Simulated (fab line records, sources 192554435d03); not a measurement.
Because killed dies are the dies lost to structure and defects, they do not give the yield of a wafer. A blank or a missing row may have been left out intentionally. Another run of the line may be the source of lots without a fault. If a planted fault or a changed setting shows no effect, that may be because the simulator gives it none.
fab line records -- flow n5Finfet -- part 2 of 2: steps 5 to 6 of 6
record: lots: 23, wafers: 69, lastDay: 19
route steps=1938 shown BEOL_M14@1753 BEOL_M15@1790
lots that met no fault: taken from a fault-free run of the same line
startH: hours from the record's opening day to when the first of the lot's shown wafers began -- waitH: hours from the lot's prior step to this one -- " repeats the value in the row above -- L1.1+2: a single row standing in for several wafers -- - no value, or no start given -- * or withheld: withheld -- < > ~ a bound
route shown NAME@n: a module of which the file shows steps, and the number in the route of the first -- usual: mean and standard deviation over wafers with no fault -- same: alike in all rows -- chamber/n: place in a boat -- sites: the reading at each site -- _std_site: their standard deviation -- _edge_site: the outer-site mean with the inner-site mean subtracted -- radiusMm: how far each site lies from the wafer's centre -- mask NAME#n: copy n -- behind: the tool/chamber that last shaped the wafer -- hold: the reason the lot was held/the length of the hold in hours/how it ended -- device: the n, p or np transistor that did not switch -- end of line: the tests these same wafers got at the end of their route -- where a step has no rows: the recipe by itself -- killed: the dies lost at the first sort to structure and to defects; this is not the yield of the wafer -- map: a wafer's dies, x killed, . not, _ none there
set.NAME: the setting as run; set.NAME@STEP: as run at that earlier step -- model.NAME: the simulator's own value behind a step, which no gauge read
one table for each step of the route and one row for each wafer, over a sample of lots
services: a tool's chamber out of use, with start hour (startH, from the record's first day; less than 0 if before it), hours out, and reason
== steps ==
step: N5_BEOL_M15_ETCH_38
recipe: chemistry: CF4/N2, target: SiCN, targetDepthA: 1064, taperDeg: 2, timeS: 120.5, ionEnergyEv: 150, maskMaterial: SiO2, pressureMtorr: 40, sourceW: 430, biasW: 70, Ar_flow_sccm: 100, cf4FlowSccm: 60, n2FlowSccm: 60
usual: drypumpMotorCurrentA: 5.75/0.3, oesProductAu: 0.78/0.079, rfVppV: 381.7/2, showerheadPlenumPTorr: 2.19/0.084, throttleValvePct: 15.52/0.21
lot.wafer,tool,chamber,startH,waitH,drypumpMotorCurrentA,oesProductAu,rfHoursCounterH,rfVppV,showerheadPlenumPTorr,throttleValvePct
L074.2,rieDiel-05,0,-,-,5.50,0.91,39,382.0,2.25,15.67
L074.3,rieDiel-05,2,-,-,5.33,0.69,218,382.2,2.20,15.70
L074.5,rieDiel-05,0,-,-,5.49,0.92,-,383.0,2.25,15.69
L076.1,rieDiel-05,1,-,-,5.75,0.74,190,384.3,2.28,15.48
L076.2,rieDiel-05,2,-,-,5.34,0.68,222,380.7,2.19,15.69
L076.6,rieDiel-05,2,-,-,5.33,0.68,-,381.1,2.19,15.69
L075.3,rieDiel-06,2,-,-,5.35,0.93,19,385.7,2.37,15.37
L075.4,rieDiel-06,0,-,-,5.56,0.82,69,380.4,2.14,15.16
L075.6,rieDiel-06,3,-,-,5.88,0.77,-,379.2,2.10,15.38
L078.1,rieDiel-03,1,-,-,5.97,0.76,174,381.3,2.21,15.57
L078.2,rieDiel-03,0,-,-,6.43,0.85,43,381.9,2.14,15.23
L078.4,rieDiel-03,2,-,-,6.04,0.69,235,379.6,2.10,15.56
L077.3,rieDiel-05,0,-,-,5.50,0.91,45,382.6,2.25,15.69
L077.4,rieDiel-05,1,-,-,5.74,0.74,191,383.0,2.28,15.49
L077.5,rieDiel-05,3,-,-,5.96,0.79,-,383.0,2.24,15.66
L080.1,rieDiel-03,3,-,-,5.69,0.73,207,379.7,2.11,15.78
L080.2,rieDiel-03,1,-,-,5.95,0.75,179,381.9,2.21,15.61
L080.6,rieDiel-03,0,-,-,6.40,0.84,-,380.2,2.14,15.25
L081.1,rieDiel-05,0,-,-,5.50,0.89,50,382.4,2.25,15.70
L081.4,rieDiel-05,1,-,-,5.78,0.73,196,383.5,2.28,15.49
L081.6,rieDiel-05,0,-,-,5.49,0.90,-,382.7,2.25,15.71
L079.1,rieDiel-03,0,-,-,6.39,0.83,52,380.6,2.14,15.25
L079.3,rieDiel-03,2,-,-,6.06,0.67,243,377.3,2.10,15.58
L079.6,rieDiel-03,0,-,-,6.39,0.84,-,380.8,2.14,15.25
L083.2,rieDiel-05,3,-,-,5.99,0.77,107,382.6,2.24,15.72
L083.3,rieDiel-05,0,-,-,5.48,0.88,56,385.1,2.24,15.70
L083.4,rieDiel-05,1,-,-,5.79,0.72,202,382.6,2.28,15.52
L082.2,rieDiel-05,1,-,-,5.78,0.73,202,383.0,2.28,15.52
L082.4,rieDiel-05,3,-,-,5.93,0.77,108,382.8,2.24,15.70
L082.5,rieDiel-05,0,-,-,5.47,0.89,-,383.0,2.24,15.71
L086.1,rieDiel-05,0,-,-,5.49,0.88,58,383.4,2.24,15.71
L086.3,rieDiel-05,2,-,-,5.33,0.66,236,379.8,2.19,15.72
L086.5,rieDiel-05,1,-,-,5.74,0.73,-,383.7,2.28,15.52
L084.4,rieDiel-06,3,-,-,5.86,0.75,179,380.3,2.10,15.41
L084.5,rieDiel-06,2,-,-,5.35,0.91,-,386.5,2.36,15.38
L084.6,rieDiel-06,1,-,-,5.64,0.73,-,379.1,2.10,15.54
L085.3,rieDiel-06,2,-,-,5.31,0.90,36,386.2,2.36,15.40
L085.4,rieDiel-06,3,-,-,5.85,0.75,182,379.4,2.10,15.42
L085.5,rieDiel-06,3,-,-,5.87,0.75,-,380.1,2.10,15.42
L088.1,rieDiel-03,3,-,-,5.72,0.71,227,379.5,2.10,15.82
L088.3,rieDiel-03,1,-,-,5.97,0.75,199,381.8,2.20,15.63
L088.4,rieDiel-03,0,-,-,6.41,0.81,69,381.1,2.14,15.29
L089.1,rieDiel-06,0,-,-,5.56,0.81,91,381.1,2.13,15.19
L089.2,rieDiel-06,2,-,-,5.30,0.89,42,384.6,2.36,15.41
L089.6,rieDiel-06,1,-,-,5.63,0.72,-,380.1,2.09,15.57
L087.3,rieDiel-06,3,-,-,5.88,0.74,189,379.0,2.09,15.44
L087.4,rieDiel-06,1,-,-,5.63,0.71,225,380.1,2.09,15.55
L087.6,rieDiel-06,3,-,-,5.89,0.74,-,378.6,2.09,15.44
L090.1,rieDiel-03,3,-,-,5.69,0.71,232,381.3,2.10,15.83
L090.2,rieDiel-03,1,-,-,6.04,0.73,203,382.9,2.20,15.64
L090.4,rieDiel-03,1,-,-,5.95,0.74,-,381.5,2.20,15.64
L093.1,rieDiel-03,1,-,-,5.94,0.73,209,381.4,2.20,15.65
L093.2,rieDiel-03,0,-,-,6.39,0.80,79,381.0,2.13,15.31
L093.5,rieDiel-03,3,-,-,5.71,0.71,-,380.1,2.10,15.86
L092.1,rieDiel-03,3,-,-,5.70,0.71,239,379.7,2.10,15.86
L092.3,rieDiel-03,1,-,-,5.94,0.74,211,381.9,2.20,15.65
L092.4,rieDiel-03,0,-,-,6.40,0.81,81,380.1,2.13,15.32
L094.1,rieDiel-06,2,-,-,5.33,0.88,56,385.6,2.35,15.44
L094.3,rieDiel-06,3,-,-,5.89,0.74,200,379.9,2.09,15.44
L094.5,rieDiel-06,3,-,-,5.87,0.74,-,379.7,2.09,15.46
L095.4,rieDiel-06,0,-,-,5.56,0.79,105,381.1,2.13,15.24
L095.5,rieDiel-06,0,-,-,5.55,0.79,-,380.8,2.13,15.24
L095.6,rieDiel-06,1,-,-,5.65,0.70,-,379.4,2.09,15.58
L097.2,rieDiel-05,3,-,-,5.95,0.74,139,384.8,2.23,15.78
L097.3,rieDiel-05,0,-,-,5.50,0.84,87,382.7,2.23,15.77
L097.5,rieDiel-05,3,-,-,6.00,0.74,-,382.8,2.23,15.78
L096.3,rieDiel-05,0,-,-,5.51,0.85,87,382.9,2.23,15.77
L096.5,rieDiel-05,1,-,-,5.75,0.70,-,383.9,2.26,15.56
L096.6,rieDiel-05,2,-,-,5.31,0.89,-,380.2,2.18,15.27
step: N5_BEOL_M15_SPUTTER_44
recipe: material: Ta, targetThkA: 150, tempC: 50, biasV: 80, powerW: 15000, chamberPressurePa: 0.07, timeS: 24.19
usual: cathodeDcPowerW: 15000/2.8, throttleValvePct: 30.1/0.92
lot.wafer,tool,chamber,startH,waitH,cathodeDcPowerW,throttleValvePct
L074.2,pvdSputter-01,-,266.78,0.0,14998,30.9
L074.3,pvdSputter-01,-,266.78,0.0,15004,30.9
L074.5,pvdSputter-01,-,266.78,0.0,15002,30.3
L076.1,pvdSputter-02,-,279.73,0.0,14995,30.5
L076.2,pvdSputter-02,-,279.73,0.0,15002,31.2
L076.6,pvdSputter-02,-,279.73,0.0,14997,30.9
L075.3,pvdSputter-03,-,281.79,0.0,15005,30.5
L075.4,pvdSputter-03,-,281.79,0.0,15003,30.5
L075.6,pvdSputter-03,-,281.79,0.0,15000,30.3
L078.1,pvdSputter-02,-,284.93,0.0,15006,30.5
L078.2,pvdSputter-02,-,284.93,0.0,14999,28.4
L078.4,pvdSputter-02,-,284.93,0.0,14999,29.9
L077.3,pvdSputter-01,-,286.33,0.0,15001,28.1
L077.4,pvdSputter-01,-,286.33,0.0,15000,29.7
L077.5,pvdSputter-01,-,286.33,0.0,15001,28.1
L080.1,pvdSputter-02,-,303.98,0.0,15004,29.9
L080.2,pvdSputter-02,-,303.98,0.0,14998,30.1
L080.6,pvdSputter-02,-,303.98,0.0,15001,28.3
L081.1,pvdSputter-01,-,304.31,0.0,15001,30.4
L081.4,pvdSputter-01,-,304.31,0.0,15002,28.4
L081.6,pvdSputter-01,-,304.31,0.0,14998,31.0
L079.1,pvdSputter-03,-,310.99,0.0,14998,30.3
L079.3,pvdSputter-03,-,310.99,0.0,15004,30.8
L079.6,pvdSputter-03,-,310.99,0.0,14998,30.9
L083.2,pvdSputter-02,-,323.98,0.0,14996,29.8
L083.3,pvdSputter-02,-,323.98,0.0,15002,28.2
L083.4,pvdSputter-02,-,323.98,0.0,15000,30.4
L082.2,pvdSputter-02,-,324.54,0.0,14999,29.9
L082.4,pvdSputter-02,-,324.54,0.0,15003,31.1
L082.5,pvdSputter-02,-,324.54,0.0,14999,30.1
L086.1,pvdSputter-03,-,331.12,0.0,14998,30.2
L086.3,pvdSputter-03,-,331.12,0.0,15000,31.0
L086.5,pvdSputter-03,-,331.12,0.0,14999,30.0
L084.4,pvdSputter-01,-,331.36,0.0,15001,29.9
L084.5,pvdSputter-01,-,331.36,0.0,14999,30.4
L084.6,pvdSputter-01,-,331.36,0.0,15000,31.0
L085.3,pvdSputter-02,-,338.81,0.0,15001,29.9
L085.4,pvdSputter-02,-,338.81,0.0,15001,28.2
L085.5,pvdSputter-02,-,338.81,0.0,14999,28.2
L088.1,pvdSputter-01,-,362.98,0.0,15000,31.1
L088.3,pvdSputter-01,-,362.98,0.0,15001,30.0
L088.4,pvdSputter-01,-,362.98,0.0,14999,28.3
L089.1,pvdSputter-02,-,364.93,0.0,15000,29.8
L089.2,pvdSputter-02,-,364.93,0.0,15003,31.0
L089.6,pvdSputter-02,-,364.93,0.0,15001,30.4
L087.3,pvdSputter-03,-,369.31,0.0,15005,30.2
L087.4,pvdSputter-03,-,369.31,0.0,14994,31.1
L087.6,pvdSputter-03,-,369.31,0.0,15000,30.3
L090.1,pvdSputter-02,-,376.23,0.0,15000,30.0
L090.2,pvdSputter-02,-,376.23,0.0,14998,30.5
L090.4,pvdSputter-02,-,376.23,0.0,15001,28.2
L093.1,pvdSputter-02,-,392.95,0.0,15003,31.1
L093.2,pvdSputter-02,-,392.95,0.0,15006,30.0
L093.5,pvdSputter-02,-,392.95,0.0,14995,30.4
L092.1,pvdSputter-03,-,399.05,0.0,14997,30.5
L092.3,pvdSputter-03,-,399.05,0.0,14995,30.5
L092.4,pvdSputter-03,-,399.05,0.0,15001,30.3
L094.1,pvdSputter-03,-,411.68,0.0,14997,30.5
L094.3,pvdSputter-03,-,411.68,0.0,15003,30.4
L094.5,pvdSputter-03,-,411.68,0.0,14997,30.5
L095.4,pvdSputter-03,-,412.96,0.0,15004,31.0
L095.5,pvdSputter-03,-,412.96,0.0,14997,30.5
L095.6,pvdSputter-03,-,412.96,0.0,15000,30.1
L097.2,pvdSputter-03,-,426.45,0.0,15002,30.5
L097.3,pvdSputter-03,-,426.45,0.0,15001,30.0
L097.5,pvdSputter-03,-,426.45,0.0,15000,30.5
L096.3,pvdSputter-03,-,426.81,0.0,15001,31.0
L096.5,pvdSputter-03,-,426.81,0.0,15006,31.1
L096.6,pvdSputter-03,-,426.81,0.0,15004,30.1
== services ==
tool,chamber,startH,hours,kind
rieDiel-06,2,235.86,5.7,repair
rieDiel-05,-,249.68,4.3,pm
rieDiel-02,2,251.79,2.0,repair
rieDiel-02,0,254.07,3.1,repair
rieDiel-05,-,290.91,0.9,repair
rieDiel-04,1,304.65,10.7,repair
rieDiel-02,-,322.87,0.1,repair
rieDiel-03,2,334.67,-,clean
rieDiel-03,2,334.67,-,consumableReplace:focusRing
rieDiel-04,-,344.56,3.4,repair
rieDiel-05,1,356.64,3.1,repair
rieDiel-02,3,357.61,11.6,repair
rieDiel-04,0,361.76,5.4,repair
rieDiel-04,2,370.83,6.1,repair
rieDiel-03,2,373.12,2.4,repair
rieDiel-05,2,378.05,-,clean
rieDiel-05,2,378.05,-,consumableReplace:focusRing
rieDiel-05,2,378.05,24.0,scheduledDown
rieDiel-05,2,378.05,24.0,ventCycle
rieDiel-05,-,387.68,1.8,repair
pvdSputter-02,-,395.62,10.8,repair
rieDiel-02,2,402.16,18.0,repair
pvdSputter-02,-,412.18,8.4,repair
pvdSputter-03,-,416.51,1.7,repair
